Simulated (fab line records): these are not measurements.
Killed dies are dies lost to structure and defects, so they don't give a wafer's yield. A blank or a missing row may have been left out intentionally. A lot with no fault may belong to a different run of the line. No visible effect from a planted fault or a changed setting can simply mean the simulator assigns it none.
fab line records	flow n5_finfet
[record] lots = 14	wafers = 42	last_day = 19
route steps=1938 shown BEOL_M13@1685
lots untouched by any fault: they come from a run of this same line in which no faults occurred
start_h: hours from the record's opening day to when the first of the lot's shown wafers began	wait_h: hours since the lot's step before	" same as the row above	L1.1+2: one row covering several wafers at once	- no value, or no start was given	* or withheld: withheld	< > ~ a bound
route shown NAME@n: NAME is a module with steps in the file, n the number in the route of the first one	usual: mean/standard deviation of fault-free wafers	same: alike in all rows	chamber/n: place in a boat	sites: readings site by site	_std_site: their standard deviation	_edge_site: mean of outer sites minus mean of inner sites	radius_mm: how far each site lies from the wafer's centre	mask NAME#n: copy n	behind: the most recent tool/chamber to have shaped the wafer	hold: cause of the lot's hold/its duration in hours/its outcome	device: names the non-switching transistor (n, p or np)	end of line: the same wafers' tests at the end of the route	a step given without rows: its recipe and nothing more	killed: dies that structure and defects cost at the first sort, which is not the same as the wafer's yield	map: dies across one wafer; x = killed, . = not, _ = none there
set.NAME: the setting as run; set.NAME@STEP: as run at that earlier step	model.NAME: the simulator's own value behind a step, which no gauge read
route steps across a sampled set of lots; one table per step, one row per wafer
services: when a tool's chamber went out of use (start_h, in hours from the record's first day, below 0 if earlier), for how many hours, and the reason
[[steps]]
[step N5_BEOL_M13_EXPOSE_25]
[recipe] mask_id = M13	na = 0.93	source_shape = conventional	sigma_outer = 0.4	polarization = unpolarized	target_cd_nm = 210	dose_mj = 22
lot.wafer	tool	chamber	start_h	wait_h	mask
L175.1+4+6	krf_scanner-02	0	235.46	-	M13#0
L176.2+4+5	krf_scanner-02	0	242.86	-	M13#0
L178.1+2+4	krf_scanner-02	0	251.34	-	M13#0
L179.1+2+4	krf_scanner-02	0	254.45	-	M13#0
L180.1+4+6	krf_scanner-02	0	266.67	-	M13#0
L181.2+3+4	krf_scanner-01	0	274.02	-	M13#0
L183.3+4+6	krf_scanner-01	0	285.60	-	M13#0
L182.3+4+6	krf_scanner-02	0	287.58	-	M13#0
L184.2+5+6	krf_scanner-01	0	306.68	-	M13#0
L185.1+3+5	krf_scanner-02	0	311.17	-	M13#0
L194.2+4+6	krf_scanner-01	0	351.32	-	M13#0
L195.4+5+6	krf_scanner-01	0	378.69	-	M13#0
L196.1+3+6	krf_scanner-02	0	386.92	-	M13#0
L197.1+3+4	krf_scanner-02	0	419.10	-	M13#0
[step N5_BEOL_M13_CD_MEAS_28]
[recipe] target_cd_nm = 209.5	landing_energy_ev = 500	detector = se_inlens
[usual] cd_nm = 209.6/1.1
lot.wafer	tool	chamber	start_h	wait_h	cd_nm
L175.1	cd_sem-01	0	235.63	-	209.9
L175.4	"	0	"	"	208.6
L175.6	"	0	"	"	210.4
L176.2	cd_sem-02	0	243.02	-	210.6
L176.4	"	0	"	"	210.2
L176.5	"	0	"	"	209.1
L178.1	cd_sem-02	0	251.51	-	209.2
L178.2	"	0	"	"	208.5
L178.4	"	0	"	"	209.7
L179.1	cd_sem-02	0	254.63	-	209.1
L179.2	"	0	"	"	209.4
L179.4	"	0	"	"	208.0
L180.1	cd_sem-01	0	266.84	-	209.6
L180.4	"	0	"	"	209.4
L180.6	"	0	"	"	209.9
L181.2	cd_sem-02	0	274.19	-	209.8
L181.3	"	0	"	"	207.9
L181.4	"	0	"	"	208.6
L183.3	cd_sem-03	0	285.76	-	211.1
L183.4	"	0	"	"	211.1
L183.6	"	0	"	"	209.7
L182.3	cd_sem-02	0	287.74	-	210.9
L182.4	"	0	"	"	208.5
L182.6	"	0	"	"	210.3
L184.2	cd_sem-02	0	306.84	-	210.0
L184.5	"	0	"	"	209.3
L184.6	"	0	"	"	208.2
L185.1	cd_sem-02	0	311.34	-	209.8
L185.3	"	0	"	"	208.9
L185.5	"	0	"	"	208.2
L194.2	cd_sem-01	0	351.49	-	320.0
L194.4	"	0	"	"	210.5
L194.6	"	0	"	"	209.7
L195.4	cd_sem-02	0	378.85	-	208.5
L195.5	"	0	"	"	315.2
L195.6	"	0	"	"	210.2
L196.1	cd_sem-03	0	387.09	-	208.6
L196.3	"	0	"	"	209.9
L196.6	"	0	"	"	209.6
L197.1	cd_sem-01	0	419.27	-	211.3
L197.3	"	0	"	"	210.1
L197.4	"	0	"	"	210.4
[step N5_BEOL_M13_ETCH_67]
[recipe] chemistry = CF4	target = SiARC	target_depth_a = 1430	time_s = 238.3	ion_energy_ev = 80	pressure_mtorr = 40	source_w = 545	bias_w = 36	Ar_flow_sccm = 100	cf4_flow_sccm = 100	ends = cleared
[usual] cf4_flow_sccm = 100.01/0.29	drypump_motor_current_A = 5.5/0.38	etch_rf_on_time_s = 239/6.4	oes_product_au = 0.67/0.065	rf_vpp_V = 184.4/1	showerhead_plenum_p_Torr = 2.17/0.065	throttle_valve_pct = 15.74/0.12
lot.wafer	tool	chamber	start_h	wait_h	cf4_flow_sccm	drypump_motor_current_A	etch_rf_on_time_s	oes_product_au	rf_hours_counter_h	rf_vpp_V	showerhead_plenum_p_Torr	throttle_valve_pct
L175.1	rie_diel-04	2	235.75	0.0	100.00	5.0	233	0.77	26	183.7	2.19	15.70
L175.4	"	3	"	"	99.86	5.4	242	0.57	-	183.5	2.10	15.98
L175.6	"	2	"	"	99.79	5.0	235	0.76	-	183.4	2.19	15.70
L176.2	rie_diel-05	0	243.21	0.0	99.80	5.0	233	0.80	12	184.8	2.19	15.71
L176.4	"	3	"	"	100.04	5.4	237	0.63	195	184.1	2.06	15.76
L176.5	"	2	"	"	99.49	5.6	239	0.63	-	182.4	2.03	15.80
L178.1	rie_diel-02	3	251.73	0.0	99.81	5.7	233	0.76	33	185.5	2.28	15.53
L178.2	"	1	"	"	99.53	6.1	234	0.73	64	184.0	2.17	15.85
L178.4	"	0	"	"	100.30	5.5	241	0.66	126	184.4	2.17	15.80
L179.1	rie_diel-02	0	254.75	0.0	100.16	5.6	243	0.64	126	185.3	2.17	15.80
L179.2	"	2	"	"	100.05	5.7	237	0.63	175	185.2	2.22	15.69
L179.4	"	3	"	"	100.05	5.7	235	0.76	34	186.8	2.28	15.55
L180.1	rie_diel-04	0	266.96	0.0	99.95	5.4	239	0.61	219	184.6	2.22	15.59
L180.4	"	1	"	"	100.56	5.0	256	0.62	165	185.8	2.23	15.75
L180.6	"	1	"	"	100.31	5.0	258	0.61	-	185.0	2.23	15.73
L181.2	rie_diel-02	3	274.34	0.0	100.03	5.7	233	0.75	39	185.7	2.28	15.56
L181.3	"	0	"	"	99.83	5.5	239	0.65	131	184.2	2.17	15.81
L181.4	"	1	"	"	100.56	6.0	235	0.72	69	184.5	2.17	15.86
L183.3	rie_diel-04	3	285.98	0.0	99.46	5.4	242	0.81	5	182.7	2.10	15.52
L183.4	"	1	"	"	100.35	5.0	258	0.61	170	185.0	2.23	15.77
L183.6	"	1	"	"	100.43	5.0	256	0.61	-	185.1	2.23	15.77
L182.3	rie_diel-04	0	288.16	0.0	100.39	5.4	236	0.61	225	185.4	2.22	15.61
L182.4	"	1	"	"	99.93	5.0	254	0.61	171	183.6	2.23	15.75
L182.6	"	1	"	"	99.94	5.0	252	0.61	-	185.4	2.23	15.76
L184.2	rie_diel-04	1	307.02	0.0	100.31	5.0	254	0.61	176	185.5	2.23	15.78
L184.5	"	2	"	"	100.16	4.9	233	0.73	-	184.6	2.18	15.73
L184.6	"	3	"	"	99.83	5.4	239	0.79	-	183.3	2.10	15.54
L185.1	rie_diel-05	1	311.46	0.0	99.60	6.2	238	0.66	123	184.2	2.15	15.72
L185.3	"	3	"	"	99.72	5.3	238	0.61	211	183.3	2.06	15.79
L185.5	"	1	"	"	99.49	6.1	237	0.66	-	182.6	2.15	15.73
L194.2	rie_diel-04	2	351.80	0.0	99.83	5.0	234	0.72	62	184.2	2.18	15.76
L194.4	"	2	"	"	99.79	5.0	235	0.72	-	184.5	2.18	15.76
L194.6	"	0	"	"	99.70	5.5	237	0.60	-	183.8	2.21	15.67
L195.4	rie_diel-04	1	379.04	0.1	100.17	5.0	256	0.59	-	183.7	2.22	15.81
L195.5	"	3	"	"	100.13	5.4	239	0.77	-	183.5	2.09	15.55
L195.6	"	2	"	"	100.44	4.9	238	0.70	-	184.5	2.18	15.78
L196.1	rie_diel-05	1	387.22	0.0	100.07	6.2	234	0.65	144	183.2	2.14	15.80
L196.3	"	2	"	"	99.50	5.7	235	0.61	218	183.1	2.02	15.90
L196.6	"	2	"	"	100.23	5.7	237	0.60	-	182.1	2.02	15.90
L197.1	rie_diel-02	3	419.46	0.0	100.25	5.7	230	0.72	78	184.3	2.27	15.65
L197.3	"	2	"	"	99.83	5.7	237	0.60	224	183.3	2.20	15.79
L197.4	"	1	"	"	99.93	6.0	237	0.68	112	183.9	2.15	15.95
[step N5_BEOL_M13_STRIP_37]
[recipe] chemistry = N2/H2	power_w = 1000	temp_c = 250	h2_frac = 0.65	overash_fraction = 0.3	pressure_mtorr = withheld	n2_flow_sccm = 1750	h2_flow_sccm = 3250
[usual] drypump_motor_current_A = 5.74/0.14	heater_power_w = 358/20	oes_product_au = 0.783/0.011
lot.wafer	tool	chamber	start_h	wait_h	drypump_motor_current_A	heater_power_w	oes_product_au	rf_hours_counter_h
L175.1	plasma_asher-01	1	236.33	0.0	5.63	325	0.791	69
L175.4	"	0	"	"	5.88	385	0.784	-
L175.6	"	0	"	"	5.89	387	0.810	-
L176.2	plasma_asher-02	1	243.79	0.0	5.55	364	0.782	118
L176.4	"	0	"	"	5.83	353	0.784	-
L176.5	"	0	"	"	5.88	356	0.787	-
L178.1	plasma_asher-01	1	252.31	0.0	5.64	327	0.775	72
L178.2	"	0	"	"	5.82	393	0.786	72
L178.4	"	0	"	"	5.91	387	0.808	-
L179.1	plasma_asher-02	0	255.33	0.0	5.79	355	0.770	120
L179.2	"	1	"	"	5.57	352	0.789	120
L179.4	"	1	"	"	5.57	349	0.774	-
L180.1	plasma_asher-02	1	267.55	0.0	5.57	361	0.782	122
L180.4	"	0	"	"	5.81	362	0.782	-
L180.6	"	0	"	"	5.83	349	0.795	-
L181.2	plasma_asher-01	1	274.93	0.0	5.66	337	0.782	76
L181.3	"	1	"	"	5.65	336	0.775	-
L181.4	"	0	"	"	5.91	384	0.780	-
L183.3	plasma_asher-02	1	286.58	0.1	5.58	347	0.786	-
L183.4	"	0	"	"	5.76	349	0.791	-
L183.6	"	0	"	"	5.80	354	0.789	-
L182.3	plasma_asher-01	0	288.76	0.1	5.88	394	0.769	-
L182.4	"	1	"	"	5.66	334	0.794	-
L182.6	"	1	"	"	5.63	333	0.777	-
L184.2	plasma_asher-02	1	307.67	0.1	5.56	361	0.762	130
L184.5	"	1	"	"	5.56	353	0.784	-
L184.6	"	0	"	"	5.87	357	0.783	-
L185.1	plasma_asher-02	1	312.04	0.0	5.59	353	0.774	131
L185.3	"	0	"	"	5.81	362	0.801	-
L185.5	"	1	"	"	5.55	354	0.780	-
L194.2	plasma_asher-02	1	352.49	0.1	5.56	353	0.779	139
L194.4	"	1	"	"	5.56	353	0.791	-
L194.6	"	1	"	"	5.59	342	0.775	-
L195.4	plasma_asher-01	1	379.57	0.1	5.65	334	0.778	-
L195.5	"	1	"	"	5.61	335	0.788	-
L195.6	"	0	"	"	5.90	391	0.760	-
L196.1	plasma_asher-01	1	387.80	0.0	5.64	339	0.791	98
L196.3	"	1	"	"	5.64	332	0.768	-
L196.6	"	1	"	"	5.62	338	0.779	-
L197.1	plasma_asher-02	0	420.04	0.0	5.85	353	0.788	153
L197.3	"	0	"	"	5.81	370	0.782	-
L197.4	"	1	"	"	5.57	355	0.782	-
[[services]]
tool	chamber	start_h	hours	kind
rie_diel-05	1	213.02	4.7	repair
rie_diel-04	1	214.95	6.7	repair
krf_scanner-01	-	215.60	1.0	pm
krf_scanner-02	0	221.38	-	calibration
rie_diel-04	1	222.61	13.5	repair
rie_diel-05	1	230.47	5.5	repair
rie_diel-02	1	230.65	2.4	repair
krf_scanner-01	-	235.28	0.8	pm
krf_scanner-02	-	246.83	1.0	pm
rie_diel-05	3	263.47	13.5	repair
krf_scanner-02	-	289.73	0.8	pm
rie_diel-02	3	294.20	9.6	repair
plasma_asher-01	-	295.54	3.3	repair
krf_scanner-01	-	308.29	3.6	pm
rie_diel-04	3	330.35	22.4	repair
rie_diel-02	0	375.55	2.3	repair
krf_scanner-01	-	375.74	1.3	pm
krf_scanner-01	-	384.63	1.0	pm
krf_scanner-02	0	391.54	-	calibration
rie_diel-05	2	392.86	3.8	repair
krf_scanner-01	-	404.08	0.8	pm
plasma_asher-02	-	405.69	2.8	pm
rie_diel-05	0	415.19	13.2	repair
krf_scanner-02	-	415.83	1.0	pm
[[key]]
[first_sign] step = N5_BEOL_M13_CD_MEAS_28	reading = cd_nm	direction = up	sigmas = 99+	usual = 209.6	struck = 317.6
effect none on later readings
met_at N5_BEOL_M13_EXPOSE_25
struck_lots L194,L195
struck_wafers L194.2,L195.5
later_rows_left_out L194.2,L195.5
sort_left_out L194.2,L195.5
not_acting_at N5_BEOL_M13_ETCH_67,N5_BEOL_M13_STRIP_37
onset_between 306.68 351.32
[fault] kind = process_parameter_drift	tool = krf_scanner-01	chamber = -	onset_h = 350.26	steps = N5_BEOL_M13_EXPOSE_25	channel = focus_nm	offset = 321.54	shape = step	end_h = 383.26	scope = struck_wafers_only
// sort_left_out: the simulated sort isn't trusted on such a fault, so these wafers' sort isn't shown, and their yield isn't known
// later_rows_left_out: the simulator's readings of these wafers behind a module that went badly wrong aren't trusted and aren't shown, but for the sort
